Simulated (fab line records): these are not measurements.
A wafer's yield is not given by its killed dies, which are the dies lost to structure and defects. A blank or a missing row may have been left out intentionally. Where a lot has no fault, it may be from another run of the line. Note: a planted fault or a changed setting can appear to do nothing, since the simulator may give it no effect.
Chamber matching ; flow n5-finfet ; N5_ILD0_CMP_07 on cmp-02 has 4 sister chambers
The step polishes SiO2 flowable, stops on poly-Si, t overpolish 1.18 s, target thk 138.88 nm. 8 wafers are shown with their chamber, then 6 later ones without.

== EACH WAFER AND ITS CHAMBER ==
wafer;chamber;motor-current-A (A);pad-life-wafers
L075.2;2;13.8;115
L082.3;2;13.8;483
L084.2;3;15.3;534
L084.3;0;13.2;535
L084.4;1;13.2;536
L085.1;1;12.8;625
L085.2;0;13.5;624
L091.1;3;15.8;891

== WAFERS WHOSE CHAMBER IS MISSING ==
wafer;motor-current-A (A);pad-life-wafers
L092.1;14.9;925
L092.3;12.4;927
L092.4;14.0;924
L093.1;13.4;990
L093.4;14.3;993
L097.1;13.5;1189

== WHICH CHAMBER EACH ONE RAN IN ==
wafer;from the rows above;in truth
L092.1;3;3
L092.3;can't be placed: 1 or 0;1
L092.4;can't be placed: 0 or 2 or 1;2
L093.1;can't be placed: 0 or 1 or 2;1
L093.4;can't be placed: 2 or 0 or 3 or 1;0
L097.1;can't be placed: 0 or 1 or 2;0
1 of 6 placed correctly. Not placeable from these rows: 5 (in 5, the candidates include the true chamber). Placed wrongly: 0.
How it was worked out, from the rows above alone: a wafer's distance from a chamber is the root of the sum, over the readings, of the square of ((its reading less the chamber's mean) divided by the reading's scatter). The wafer belongs to the nearest chamber; if the next one is less than 2 further off, it can't be placed. A chamber's mean is the mean of its shown wafers. The scatter is the square root of a quotient: the sum, over the shown wafers, of each reading's squared deviation from its chamber's mean, divided by wafers minus chambers.
